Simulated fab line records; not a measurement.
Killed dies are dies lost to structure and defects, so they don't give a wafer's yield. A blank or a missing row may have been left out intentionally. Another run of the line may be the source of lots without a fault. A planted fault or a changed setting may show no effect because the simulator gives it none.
fab line records :: flow n5-finfet
record
  lots=12
  wafers=35
  last-day=17
route steps=1938 shown MOL_CONTACT_COAG@551
lots that met no fault: from a run of the same line without faults
start-h: start of the lot's first displayed wafer, in hours after the record's first day :: wait-h: how many hours have passed since the lot's step before this one :: " unchanged from the row above :: L1.1+2: a row that stands for several wafers :: - no value, or no start given :: * or withheld: withheld :: < > ~ a bound
route shown NAME@n: names a module that has steps shown in the file, with the first one's number in the route :: usual: average and standard deviation across the fault-free wafers :: same: alike in all rows :: chamber/n: place in a boat :: sites: the reading at each site :: _std_site: the standard deviation of these :: _edge_site: the outer-site mean with the inner-site mean subtracted :: radius-mm: for every site, how far away it sits from the centre of the wafer :: mask NAME#n: copy n :: behind: tool/chamber where the wafer was last shaped :: hold: reason for holding the lot/hours on hold/outcome of the hold :: device: the transistor (n, p or np) that didn't switch :: end of line: the tests these same wafers got at the end of their route :: a step given without rows: its recipe and nothing more :: killed: not the wafer's yield, but the dies lost to structure and defects at the first sort :: map: the dies of a wafer, with x for killed, . for not killed, _ for no die there
set.NAME: setting as actually run; set.NAME@STEP: the setting as run at that earlier step :: model.NAME: the simulator's own value behind a step, which no gauge read
route steps across a sampled set of lots; one table per step, one row per wafer
services: the hour from which a tool's chamber was out of use, counted from the record's first day as start-h (under 0 if before that day), plus the number of hours and why
## steps
# step N5_MOL_CONTACT_COAG_SPUTTER_130
# recipe
  material=Co
  target-thk-a=475
  temp-c=25
  chamber-pressure-pa=0.5
  power-w=3000
# usual
  susceptor-temp-C=25.01/0.11
  throttle-valve-pct=29.6/0.71
lot.wafer: L601.3
tool: pvd-sputter-02
chamber: -
start-h: 93.38
wait-h: 0.0
susceptor-temp-C: 25.09
throttle-valve-pct: 28.4

lot.wafer: L601.4
tool: pvd-sputter-02
chamber: -
start-h: 93.38
wait-h: 0.0
susceptor-temp-C: 24.94
throttle-valve-pct: 30.3

lot.wafer: L601.5
tool: pvd-sputter-02
chamber: -
start-h: 93.38
wait-h: 0.0
susceptor-temp-C: 25.16
throttle-valve-pct: 29.4

lot.wafer: L602.1
tool: pvd-sputter-02
chamber: -
start-h: 103.71
wait-h: 0.0
susceptor-temp-C: 25.02
throttle-valve-pct: 29.5

lot.wafer: L602.2
tool: pvd-sputter-02
chamber: -
start-h: 103.71
wait-h: 0.0
susceptor-temp-C: 25.15
throttle-valve-pct: 30.4

lot.wafer: L602.3
tool: pvd-sputter-02
chamber: -
start-h: 103.71
wait-h: 0.0
susceptor-temp-C: 24.82
throttle-valve-pct: 30.0

lot.wafer: L604.1
tool: pvd-sputter-01
chamber: -
start-h: 114.29
wait-h: 0.0
susceptor-temp-C: 24.83
throttle-valve-pct: 29.7

lot.wafer: L604.3
tool: pvd-sputter-01
chamber: -
start-h: 114.29
wait-h: 0.0
susceptor-temp-C: 25.00
throttle-valve-pct: 29.5

lot.wafer: L604.6
tool: pvd-sputter-01
chamber: -
start-h: 114.29
wait-h: 0.0
susceptor-temp-C: 24.91
throttle-valve-pct: 29.6

lot.wafer: L606.3
tool: pvd-sputter-01
chamber: -
start-h: 125.06
wait-h: 0.0
susceptor-temp-C: 24.87
throttle-valve-pct: 29.0

lot.wafer: L606.4
tool: pvd-sputter-01
chamber: -
start-h: 125.06
wait-h: 0.0
susceptor-temp-C: 24.84
throttle-valve-pct: 29.0

lot.wafer: L606.5
tool: pvd-sputter-01
chamber: -
start-h: 125.06
wait-h: 0.0
susceptor-temp-C: 24.93
throttle-valve-pct: 29.0

lot.wafer: L607.2
tool: pvd-sputter-02
chamber: -
start-h: 128.48
wait-h: 0.0
susceptor-temp-C: 25.11
throttle-valve-pct: 28.8

lot.wafer: L607.4
tool: pvd-sputter-02
chamber: -
start-h: 128.48
wait-h: 0.0
susceptor-temp-C: 25.06
throttle-valve-pct: 30.2

lot.wafer: L607.6
tool: pvd-sputter-02
chamber: -
start-h: 128.48
wait-h: 0.0
susceptor-temp-C: 25.08
throttle-valve-pct: 29.6

lot.wafer: L608.2
tool: pvd-sputter-03
chamber: -
start-h: 134.28
wait-h: 0.0
susceptor-temp-C: 24.95
throttle-valve-pct: 29.2

lot.wafer: L608.3
tool: pvd-sputter-03
chamber: -
start-h: 134.28
wait-h: 0.0
susceptor-temp-C: 25.13
throttle-valve-pct: 30.3

lot.wafer: L608.4
tool: pvd-sputter-03
chamber: -
start-h: 134.28
wait-h: 0.0
susceptor-temp-C: 25.10
throttle-valve-pct: 31.1

lot.wafer: L617.3
tool: pvd-sputter-02
chamber: -
start-h: 187.79
wait-h: 0.0
susceptor-temp-C: 25.09
throttle-valve-pct: 28.5

lot.wafer: L617.5
tool: pvd-sputter-02
chamber: -
start-h: 187.79
wait-h: 0.0
susceptor-temp-C: 25.15
throttle-valve-pct: 28.5

lot.wafer: L619.2
tool: pvd-sputter-02
chamber: -
start-h: 206.16
wait-h: 0.0
susceptor-temp-C: 25.05
throttle-valve-pct: 29.7

lot.wafer: L619.4
tool: pvd-sputter-02
chamber: -
start-h: 206.16
wait-h: 0.0
susceptor-temp-C: 25.06
throttle-valve-pct: 30.3

lot.wafer: L619.5
tool: pvd-sputter-02
chamber: -
start-h: 206.16
wait-h: 0.0
susceptor-temp-C: 25.03
throttle-valve-pct: 28.5

lot.wafer: L621.2
tool: pvd-sputter-03
chamber: -
start-h: 211.44
wait-h: 0.0
susceptor-temp-C: 24.92
throttle-valve-pct: 30.2

lot.wafer: L621.4
tool: pvd-sputter-03
chamber: -
start-h: 211.44
wait-h: 0.0
susceptor-temp-C: 24.79
throttle-valve-pct: 31.2

lot.wafer: L621.6
tool: pvd-sputter-03
chamber: -
start-h: 211.44
wait-h: 0.0
susceptor-temp-C: 24.92
throttle-valve-pct: 29.3

lot.wafer: L622.1
tool: pvd-sputter-01
chamber: -
start-h: 221.38
wait-h: 0.0
susceptor-temp-C: 25.09
throttle-valve-pct: 29.5

lot.wafer: L622.2
tool: pvd-sputter-01
chamber: -
start-h: 221.38
wait-h: 0.0
susceptor-temp-C: 24.96
throttle-valve-pct: 28.9

lot.wafer: L622.4
tool: pvd-sputter-01
chamber: -
start-h: 221.38
wait-h: 0.0
susceptor-temp-C: 25.03
throttle-valve-pct: 28.8

lot.wafer: L623.1
tool: pvd-sputter-01
chamber: -
start-h: 228.28
wait-h: 0.0
susceptor-temp-C: 25.01
throttle-valve-pct: 28.9

lot.wafer: L623.5
tool: pvd-sputter-01
chamber: -
start-h: 228.28
wait-h: 0.0
susceptor-temp-C: 25.04
throttle-valve-pct: 29.6

lot.wafer: L623.6
tool: pvd-sputter-01
chamber: -
start-h: 228.28
wait-h: 0.0
susceptor-temp-C: 25.07
throttle-valve-pct: 29.7

lot.wafer: L624.2
tool: pvd-sputter-02
chamber: -
start-h: 231.12
wait-h: 0.0
susceptor-temp-C: 25.04
throttle-valve-pct: 29.5

lot.wafer: L624.5
tool: pvd-sputter-02
chamber: -
start-h: 231.12
wait-h: 0.0
susceptor-temp-C: 25.07
throttle-valve-pct: 30.5

lot.wafer: L624.6
tool: pvd-sputter-02
chamber: -
start-h: 231.12
wait-h: 0.0
susceptor-temp-C: 24.96
throttle-valve-pct: 29.5
# step N5_MOL_CONTACT_COAG_CMP_28
# recipe
  stop-on=SiNx
  t-overpolish-s=0.85
  post-cmp-clean=alkaline-brush
  down-force-psi=4.15
  platen-rpm=51.8
  pad-velocity-m-s=1.0307
  target-thk-nm=14.522
# usual
  edge-zone-pressure-frac=1.000/0.0048
  motor-current-A=12.2/1
  time-to-endpoint-s=4.3/2.9
lot.wafer: L601.4
tool: cmp-03
chamber: 1
start-h: 97.06
wait-h: 0.9
edge-zone-pressure-frac: 1.001
motor-current-A: 11.6
time-to-endpoint-s: 0.0

lot.wafer: L601.3
tool: cmp-03
chamber: 2
start-h: 97.06
wait-h: 0.9
edge-zone-pressure-frac: 0.995
motor-current-A: 12.1
time-to-endpoint-s: 0.3

lot.wafer: L601.5
tool: cmp-03
chamber: 3
start-h: 97.06
wait-h: 0.9
edge-zone-pressure-frac: 0.997
motor-current-A: 14.7
time-to-endpoint-s: 3.6

lot.wafer: L602.1
tool: cmp-02
chamber: 0
start-h: 108.02
wait-h: 0.8
edge-zone-pressure-frac: 0.992
motor-current-A: 11.0
time-to-endpoint-s: 0.0

lot.wafer: L602.2
tool: cmp-02
chamber: 1
start-h: 108.02
wait-h: 0.8
edge-zone-pressure-frac: 1.006
motor-current-A: 12.5
time-to-endpoint-s: 0.0

lot.wafer: L602.3
tool: cmp-02
chamber: 3
start-h: 108.02
wait-h: 0.8
edge-zone-pressure-frac: 0.996
motor-current-A: 12.3
time-to-endpoint-s: 8.2

lot.wafer: L604.3
tool: cmp-02
chamber: 3
start-h: 116.86
wait-h: 0.8
edge-zone-pressure-frac: 0.997
motor-current-A: 12.4
time-to-endpoint-s: 10.7

lot.wafer: L604.1
tool: cmp-02
chamber: 0
start-h: 116.86
wait-h: 0.8
edge-zone-pressure-frac: 1.004
motor-current-A: 11.8
time-to-endpoint-s: 7.1

lot.wafer: L604.6
tool: cmp-02
chamber: 0
start-h: 116.86
wait-h: 0.8
edge-zone-pressure-frac: 0.999
motor-current-A: 12.2
time-to-endpoint-s: 5.0

lot.wafer: L606.4
tool: cmp-02
chamber: 0
start-h: 128.14
wait-h: 0.0
edge-zone-pressure-frac: 0.996
motor-current-A: 11.3
time-to-endpoint-s: 3.9

lot.wafer: L606.3
tool: cmp-02
chamber: 1
start-h: 128.14
wait-h: 0.0
edge-zone-pressure-frac: 0.996
motor-current-A: 12.7
time-to-endpoint-s: 2.6

lot.wafer: L606.5
tool: cmp-02
chamber: 0
start-h: 128.14
wait-h: 0.0
edge-zone-pressure-frac: 1.002
motor-current-A: 11.6
time-to-endpoint-s: 4.9

lot.wafer: L607.2
tool: cmp-02
chamber: 1
start-h: 131.05
wait-h: 0.8
edge-zone-pressure-frac: 1.002
motor-current-A: 13.5
time-to-endpoint-s: 0.0

lot.wafer: L607.4
tool: cmp-02
chamber: 2
start-h: 131.05
wait-h: 0.8
edge-zone-pressure-frac: 1.005
motor-current-A: 11.6
time-to-endpoint-s: 6.1

lot.wafer: L607.6
tool: cmp-02
chamber: 1
start-h: 131.05
wait-h: 0.8
edge-zone-pressure-frac: 1.006
motor-current-A: 13.3
time-to-endpoint-s: 0.5

lot.wafer: L608.2
tool: cmp-02
chamber: 0
start-h: 136.88
wait-h: 0.8
edge-zone-pressure-frac: 0.996
motor-current-A: 10.9
time-to-endpoint-s: 3.4

lot.wafer: L608.3
tool: cmp-02
chamber: 1
start-h: 136.88
wait-h: 0.8
edge-zone-pressure-frac: 1.004
motor-current-A: 12.7
time-to-endpoint-s: 0.0

lot.wafer: L608.4
tool: cmp-02
chamber: 2
start-h: 136.88
wait-h: 0.8
edge-zone-pressure-frac: 0.996
motor-current-A: 11.8
time-to-endpoint-s: 0.0

lot.wafer: L617.3
tool: cmp-03
chamber: 3
start-h: 191.30
wait-h: 0.9
edge-zone-pressure-frac: 1.000
motor-current-A: 14.1
time-to-endpoint-s: 4.4

lot.wafer: L617.5
tool: cmp-03
chamber: 2
start-h: 191.30
wait-h: 0.9
edge-zone-pressure-frac: 0.994
motor-current-A: 12.3
time-to-endpoint-s: 0.0

lot.wafer: L619.2
tool: cmp-04
chamber: 3
start-h: 208.91
wait-h: 0.9
edge-zone-pressure-frac: 1.007
motor-current-A: 11.5
time-to-endpoint-s: 5.3

lot.wafer: L619.4
tool: cmp-04
chamber: 0
start-h: 208.91
wait-h: 0.9
edge-zone-pressure-frac: 1.001
motor-current-A: 13.9
time-to-endpoint-s: 8.0

lot.wafer: L619.5
tool: cmp-04
chamber: 3
start-h: 208.91
wait-h: 0.9
edge-zone-pressure-frac: 1.010
motor-current-A: 11.9
time-to-endpoint-s: 4.0

lot.wafer: L621.4
tool: cmp-03
chamber: 0
start-h: 214.23
wait-h: 1.0
edge-zone-pressure-frac: 1.003
motor-current-A: 11.5
time-to-endpoint-s: 2.8

lot.wafer: L621.2
tool: cmp-03
chamber: 1
start-h: 214.23
wait-h: 1.0
edge-zone-pressure-frac: 1.001
motor-current-A: 11.8
time-to-endpoint-s: 4.8

lot.wafer: L621.6
tool: cmp-03
chamber: 3
start-h: 214.23
wait-h: 1.0
edge-zone-pressure-frac: 1.001
motor-current-A: 14.3
time-to-endpoint-s: 5.1

lot.wafer: L622.2
tool: cmp-02
chamber: 1
start-h: 223.98
wait-h: 0.8
edge-zone-pressure-frac: 1.009
motor-current-A: 13.0
time-to-endpoint-s: 2.5

lot.wafer: L622.1
tool: cmp-02
chamber: 2
start-h: 223.98
wait-h: 0.8
edge-zone-pressure-frac: 1.008
motor-current-A: 11.5
time-to-endpoint-s: 2.9

lot.wafer: L622.4
tool: cmp-02
chamber: 3
start-h: 223.98
wait-h: 0.8
edge-zone-pressure-frac: 0.990
motor-current-A: 11.8
time-to-endpoint-s: 7.9

lot.wafer: L623.1
tool: cmp-02
chamber: 1
start-h: 231.01
wait-h: 0.9
edge-zone-pressure-frac: 1.000
motor-current-A: 12.6
time-to-endpoint-s: 1.2

lot.wafer: L623.5
tool: cmp-02
chamber: 2
start-h: 231.01
wait-h: 0.9
edge-zone-pressure-frac: 1.000
motor-current-A: 11.3
time-to-endpoint-s: 1.7

lot.wafer: L623.6
tool: cmp-02
chamber: 3
start-h: 231.01
wait-h: 0.9
edge-zone-pressure-frac: 0.999
motor-current-A: 11.8
time-to-endpoint-s: 6.3

lot.wafer: L624.2
tool: cmp-02
chamber: 3
start-h: 233.73
wait-h: 0.8
edge-zone-pressure-frac: 1.000
motor-current-A: 12.7
time-to-endpoint-s: 11.9

lot.wafer: L624.6
tool: cmp-02
chamber: 2
start-h: 233.73
wait-h: 0.8
edge-zone-pressure-frac: 0.994
motor-current-A: 11.9
time-to-endpoint-s: 2.3

lot.wafer: L624.5
tool: cmp-02
chamber: 3
start-h: 233.73
wait-h: 0.8
edge-zone-pressure-frac: 1.001
motor-current-A: 12.2
time-to-endpoint-s: 8.4
# step N5_MOL_CONTACT_COAG_ALD_123
# recipe
  material=SiNx
  target-thk-a=50
  temp-c=400
  ald-precursor-family=SiH2I2
  ald-co-reactant=N2/H2-plasma
  pulse-time-s=1
  purge-time-s=2
  co-reactant-purge-time-s=2
  ald-cycles=100
  pressure-torr=2
# usual
  heater-power-w=846/97
  precursor-pulse-height-rel=1.001/0.019
  susceptor-temp-C=400.00/0.2
lot.wafer: L601.3
tool: ald-sin-04
chamber: 2
start-h: 97.44
wait-h: 0.2
heater-power-w: 886
precursor-pulse-height-rel: 1.006
susceptor-temp-C: 400.08

lot.wafer: L601.4
tool: ald-sin-04
chamber: 1
start-h: 97.44
wait-h: 0.2
heater-power-w: 806
precursor-pulse-height-rel: 0.993
susceptor-temp-C: 400.41

lot.wafer: L601.5
tool: ald-sin-04
chamber: 0
start-h: 97.44
wait-h: 0.2
heater-power-w: 809
precursor-pulse-height-rel: 0.992
susceptor-temp-C: 399.72

lot.wafer: L602.1
tool: ald-sin-02
chamber: 1
start-h: 108.62
wait-h: 0.3
heater-power-w: 738
precursor-pulse-height-rel: 0.961
susceptor-temp-C: 399.86

lot.wafer: L602.2
tool: ald-sin-02
chamber: 0
start-h: 108.62
wait-h: 0.3
heater-power-w: 854
precursor-pulse-height-rel: 0.999
susceptor-temp-C: 399.86

lot.wafer: L602.3
tool: ald-sin-02
chamber: 2
start-h: 108.62
wait-h: 0.3
heater-power-w: 897
precursor-pulse-height-rel: 1.031
susceptor-temp-C: 400.07

lot.wafer: L604.1
tool: ald-sin-04
chamber: 1
start-h: 117.98
wait-h: 0.8
heater-power-w: 819
precursor-pulse-height-rel: 1.010
susceptor-temp-C: 399.87

lot.wafer: L604.3
tool: ald-sin-04
chamber: 3
start-h: 117.98
wait-h: 0.8
heater-power-w: 790
precursor-pulse-height-rel: 1.004
susceptor-temp-C: 400.06

lot.wafer: L604.6
tool: ald-sin-04
chamber: 2
start-h: 117.98
wait-h: 0.8
heater-power-w: 861
precursor-pulse-height-rel: 0.972
susceptor-temp-C: 399.91

lot.wafer: L606.3
tool: ald-sin-03
chamber: 3
start-h: 128.47
wait-h: 0.0
heater-power-w: 900
precursor-pulse-height-rel: 0.995
susceptor-temp-C: 399.39

lot.wafer: L606.4
tool: ald-sin-03
chamber: 1
start-h: 128.47
wait-h: 0.0
heater-power-w: 740
precursor-pulse-height-rel: 1.005
susceptor-temp-C: 400.06

lot.wafer: L606.5
tool: ald-sin-03
chamber: 2
start-h: 128.47
wait-h: 0.0
heater-power-w: 823
precursor-pulse-height-rel: 1.006
susceptor-temp-C: 399.96

lot.wafer: L607.2
tool: ald-sin-02
chamber: 1
start-h: 131.99
wait-h: 0.6
heater-power-w: 732
precursor-pulse-height-rel: 0.997
susceptor-temp-C: 399.69

lot.wafer: L607.4
tool: ald-sin-02
chamber: 2
start-h: 131.99
wait-h: 0.6
heater-power-w: 876
precursor-pulse-height-rel: 0.986
susceptor-temp-C: 400.26

lot.wafer: L607.6
tool: ald-sin-02
chamber: 2
start-h: 131.99
wait-h: 0.6
heater-power-w: 884
precursor-pulse-height-rel: 1.027
susceptor-temp-C: 399.76

lot.wafer: L608.2
tool: ald-sin-02
chamber: 3
start-h: 137.18
wait-h: 0.0
heater-power-w: 1141
precursor-pulse-height-rel: 0.977
susceptor-temp-C: 399.59

lot.wafer: L608.3
tool: ald-sin-02
chamber: 2
start-h: 137.18
wait-h: 0.0
heater-power-w: 897
precursor-pulse-height-rel: 1.009
susceptor-temp-C: 399.81

lot.wafer: L608.4
tool: ald-sin-02
chamber: 1
start-h: 137.18
wait-h: 0.0
heater-power-w: 723
precursor-pulse-height-rel: 1.003
susceptor-temp-C: 399.80

lot.wafer: L617.3
tool: ald-sin-04
chamber: 1
start-h: 191.59
wait-h: 0.1
heater-power-w: 829
precursor-pulse-height-rel: 0.985
susceptor-temp-C: 400.12

lot.wafer: L617.5
tool: ald-sin-04
chamber: 3
start-h: 191.59
wait-h: 0.1
heater-power-w: 824
precursor-pulse-height-rel: 1.013
susceptor-temp-C: 399.89

lot.wafer: L619.2
tool: ald-sin-03
chamber: 3
start-h: 209.80
wait-h: 0.6
heater-power-w: 936
precursor-pulse-height-rel: 1.017
susceptor-temp-C: 400.06

lot.wafer: L619.4
tool: ald-sin-03
chamber: 1
start-h: 209.80
wait-h: 0.6
heater-power-w: 729
precursor-pulse-height-rel: 1.009
susceptor-temp-C: 400.22

lot.wafer: L619.5
tool: ald-sin-03
chamber: 1
start-h: 209.80
wait-h: 0.6
heater-power-w: 725
precursor-pulse-height-rel: 1.022
susceptor-temp-C: 400.00

lot.wafer: L621.2
tool: ald-sin-02
chamber: 1
start-h: 214.49
wait-h: 0.0
heater-power-w: 743
precursor-pulse-height-rel: 0.988
susceptor-temp-C: 400.02

lot.wafer: L621.4
tool: ald-sin-02
chamber: 0
start-h: 214.49
wait-h: 0.0
heater-power-w: 845
precursor-pulse-height-rel: 0.972
susceptor-temp-C: 400.11

lot.wafer: L621.6
tool: ald-sin-02
chamber: 1
start-h: 214.49
wait-h: 0.0
heater-power-w: 730
precursor-pulse-height-rel: 0.975
susceptor-temp-C: 400.45

lot.wafer: L622.1
tool: ald-sin-02
chamber: 2
start-h: 224.61
wait-h: 0.3
heater-power-w: 887
precursor-pulse-height-rel: 0.984
susceptor-temp-C: 399.76

lot.wafer: L622.2
tool: ald-sin-02
chamber: 3
start-h: 224.61
wait-h: 0.3
heater-power-w: 1122
precursor-pulse-height-rel: 0.957
susceptor-temp-C: 400.18

lot.wafer: L622.4
tool: ald-sin-02
chamber: 1
start-h: 224.61
wait-h: 0.3
heater-power-w: 734
precursor-pulse-height-rel: 1.023
susceptor-temp-C: 400.38

lot.wafer: L623.1
tool: ald-sin-03
chamber: 3
start-h: 231.23
wait-h: 0.0
heater-power-w: 915
precursor-pulse-height-rel: 1.010
susceptor-temp-C: 400.17

lot.wafer: L623.5
tool: ald-sin-03
chamber: 0
start-h: 231.23
wait-h: 0.0
heater-power-w: 849
precursor-pulse-height-rel: 1.026
susceptor-temp-C: 400.09

lot.wafer: L623.6
tool: ald-sin-03
chamber: 1
start-h: 231.23
wait-h: 0.0
heater-power-w: 715
precursor-pulse-height-rel: 1.016
susceptor-temp-C: 400.19

lot.wafer: L624.2
tool: ald-sin-03
chamber: 0
start-h: 234.02
wait-h: 0.0
heater-power-w: 849
precursor-pulse-height-rel: 0.970
susceptor-temp-C: 400.25

lot.wafer: L624.5
tool: ald-sin-03
chamber: 0
start-h: 234.02
wait-h: 0.0
heater-power-w: 831
precursor-pulse-height-rel: 1.017
susceptor-temp-C: 399.91

lot.wafer: L624.6
tool: ald-sin-03
chamber: 1
start-h: 234.02
wait-h: 0.0
heater-power-w: 716
precursor-pulse-height-rel: 0.990
susceptor-temp-C: 399.92
# step N5_MOL_CONTACT_COAG_COAT_78
# recipe
  resist=CAR-EUV
  spin-rpm=1500
  resist-thk-nm=40
# usual
  spin-speed-rpm=1500.0/1
lot.wafer: L601.3
tool: litho-track-02
chamber: 0
start-h: 98.01
wait-h: -
spin-speed-rpm: 1499.9

lot.wafer: L601.4
tool: litho-track-02
chamber: 0
start-h: 98.01
wait-h: -
spin-speed-rpm: 1500.8

lot.wafer: L601.5
tool: litho-track-02
chamber: 0
start-h: 98.01
wait-h: -
spin-speed-rpm: 1498.2

lot.wafer: L602.1
tool: litho-track-02
chamber: 0
start-h: 109.18
wait-h: -
spin-speed-rpm: 1499.2

lot.wafer: L602.2
tool: litho-track-02
chamber: 0
start-h: 109.18
wait-h: -
spin-speed-rpm: 1498.9

lot.wafer: L602.3
tool: litho-track-02
chamber: 0
start-h: 109.18
wait-h: -
spin-speed-rpm: 1499.4

lot.wafer: L604.1
tool: litho-track-02
chamber: 0
start-h: 118.55
wait-h: -
spin-speed-rpm: 1498.7

lot.wafer: L604.3
tool: litho-track-02
chamber: 0
start-h: 118.55
wait-h: -
spin-speed-rpm: 1500.9

lot.wafer: L604.6
tool: litho-track-02
chamber: 0
start-h: 118.55
wait-h: -
spin-speed-rpm: 1499.8

lot.wafer: L606.3
tool: litho-track-02
chamber: 0
start-h: 129.04
wait-h: -
spin-speed-rpm: 1423.4

lot.wafer: L606.4
tool: litho-track-02
chamber: 0
start-h: 129.04
wait-h: -
spin-speed-rpm: 1424.9

lot.wafer: L606.5
tool: litho-track-02
chamber: 0
start-h: 129.04
wait-h: -
spin-speed-rpm: 1424.3

lot.wafer: L607.2
tool: litho-track-04
chamber: 0
start-h: 132.56
wait-h: -
spin-speed-rpm: 1500.4

lot.wafer: L607.4
tool: litho-track-04
chamber: 0
start-h: 132.56
wait-h: -
spin-speed-rpm: 1498.8

lot.wafer: L607.6
tool: litho-track-04
chamber: 0
start-h: 132.56
wait-h: -
spin-speed-rpm: 1501.1

lot.wafer: L608.2
tool: litho-track-02
chamber: 0
start-h: 137.75
wait-h: -
spin-speed-rpm: 1424.0

lot.wafer: L608.3
tool: litho-track-02
chamber: 0
start-h: 137.75
wait-h: -
spin-speed-rpm: 1424.6

lot.wafer: L608.4
tool: litho-track-02
chamber: 0
start-h: 137.75
wait-h: -
spin-speed-rpm: 1424.8

lot.wafer: L617.3
tool: litho-track-01
chamber: 0
start-h: 192.17
wait-h: -
spin-speed-rpm: 1499.4

lot.wafer: L617.5
tool: litho-track-01
chamber: 0
start-h: 192.17
wait-h: -
spin-speed-rpm: 1499.8

lot.wafer: L619.2
tool: litho-track-02
chamber: 0
start-h: 210.37
wait-h: -
spin-speed-rpm: 1502.4

lot.wafer: L619.4
tool: litho-track-02
chamber: 0
start-h: 210.37
wait-h: -
spin-speed-rpm: 1502.0

lot.wafer: L619.5
tool: litho-track-02
chamber: 0
start-h: 210.37
wait-h: -
spin-speed-rpm: 1501.6

lot.wafer: L621.2
tool: litho-track-02
chamber: 0
start-h: 215.06
wait-h: -
spin-speed-rpm: 1499.5

lot.wafer: L621.4
tool: litho-track-02
chamber: 0
start-h: 215.06
wait-h: -
spin-speed-rpm: 1498.5

lot.wafer: L621.6
tool: litho-track-02
chamber: 0
start-h: 215.06
wait-h: -
spin-speed-rpm: 1500.5

lot.wafer: L622.1
tool: litho-track-04
chamber: 0
start-h: 225.18
wait-h: -
spin-speed-rpm: 1500.5

lot.wafer: L622.2
tool: litho-track-04
chamber: 0
start-h: 225.18
wait-h: -
spin-speed-rpm: 1501.2

lot.wafer: L622.4
tool: litho-track-04
chamber: 0
start-h: 225.18
wait-h: -
spin-speed-rpm: 1501.2

lot.wafer: L623.1
tool: litho-track-02
chamber: 0
start-h: 231.79
wait-h: -
spin-speed-rpm: 1502.1

lot.wafer: L623.5
tool: litho-track-02
chamber: 0
start-h: 231.79
wait-h: -
spin-speed-rpm: 1500.9

lot.wafer: L623.6
tool: litho-track-02
chamber: 0
start-h: 231.79
wait-h: -
spin-speed-rpm: 1501.7

lot.wafer: L624.2
tool: litho-track-02
chamber: 0
start-h: 234.59
wait-h: -
spin-speed-rpm: 1501.9

lot.wafer: L624.5
tool: litho-track-02
chamber: 0
start-h: 234.59
wait-h: -
spin-speed-rpm: 1499.2

lot.wafer: L624.6
tool: litho-track-02
chamber: 0
start-h: 234.59
wait-h: -
spin-speed-rpm: 1499.3
## services
tool: cmp-04
chamber: -
start-h: 77.16
hours: 1.1
kind: repair

tool: ald-sin-02
chamber: -
start-h: 87.00
hours: 14.0
kind: pm

tool: ald-sin-02
chamber: 0
start-h: 87.00
hours: 14.0
kind: vent-cycle

tool: cmp-02
chamber: -
start-h: 94.82
hours: 0.7
kind: repair

tool: cmp-04
chamber: -
start-h: 96.85
hours: 1.0
kind: repair

tool: cmp-04
chamber: -
start-h: 106.25
hours: 0.8
kind: repair

tool: cmp-03
chamber: -
start-h: 109.17
hours: 2.9
kind: repair

tool: ald-sin-03
chamber: 2
start-h: 111.45
hours: 3.5
kind: repair

tool: ald-sin-04
chamber: 3
start-h: 118.43
hours: 18.7
kind: repair

tool: cmp-03
chamber: -
start-h: 118.77
hours: 1.5
kind: repair

tool: cmp-02
chamber: -
start-h: 123.53
hours: 3.4
kind: repair

tool: pvd-sputter-01
chamber: -
start-h: 131.36
hours: 1.3
kind: repair

tool: cmp-04
chamber: -
start-h: 136.63
hours: 9.2
kind: pm

tool: cmp-03
chamber: -
start-h: 142.80
hours: 0.4
kind: repair

tool: cmp-04
chamber: -
start-h: 146.08
hours: 4.0
kind: pm

tool: cmp-03
chamber: -
start-h: 153.91
hours: 0.3
kind: repair

tool: ald-sin-02
chamber: 3
start-h: 155.95
hours: 8.6
kind: repair

tool: ald-sin-02
chamber: 3
start-h: 167.12
hours: 5.0
kind: repair

tool: ald-sin-03
chamber: -
start-h: 176.92
hours: 14.0
kind: pm

tool: cmp-04
chamber: -
start-h: 181.87
hours: 3.1
kind: repair

tool: cmp-02
chamber: -
start-h: 196.66
hours: 6.3
kind: pm

tool: cmp-03
chamber: -
start-h: 201.25
hours: 0.8
kind: repair

tool: cmp-03
chamber: -
start-h: 219.62
hours: 0.4
kind: repair

tool: ald-sin-02
chamber: 3
start-h: 225.72
hours: 5.2
kind: repair
## key
first-sign
  step=N5_MOL_CONTACT_COAG_COAT_78
  reading=spin-speed-rpm
  direction=down
  sigmas=72
  usual=*
  struck=*
effect none on later readings
met-at N5_MOL_CONTACT_COAG_COAT_78
struck-lots L606,L608
tester-left-out L606,L608
not-acting-at N5_MOL_CONTACT_COAG_SPUTTER_130,N5_MOL_CONTACT_COAG_CMP_28,N5_MOL_CONTACT_COAG_ALD_123
onset-between 118.55 129.04
fault
  kind=process-parameter-drift
  tool=litho-track-02
  chamber=-
  onset-h=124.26
  steps=N5_MOL_CONTACT_COAG_COAT_78
  channel=spin-rpm
  offset=*
  shape=step
  end-h=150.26
  acts-in=*
  stated=*
# tester-left-out: of these lots the tester's yield and bins aren't shown, on N5 and GAA mostly nor the transistor test; their killed dies are dies lost to structure and defects alone, not to doping, threshold or leakage, so they don't give the yield
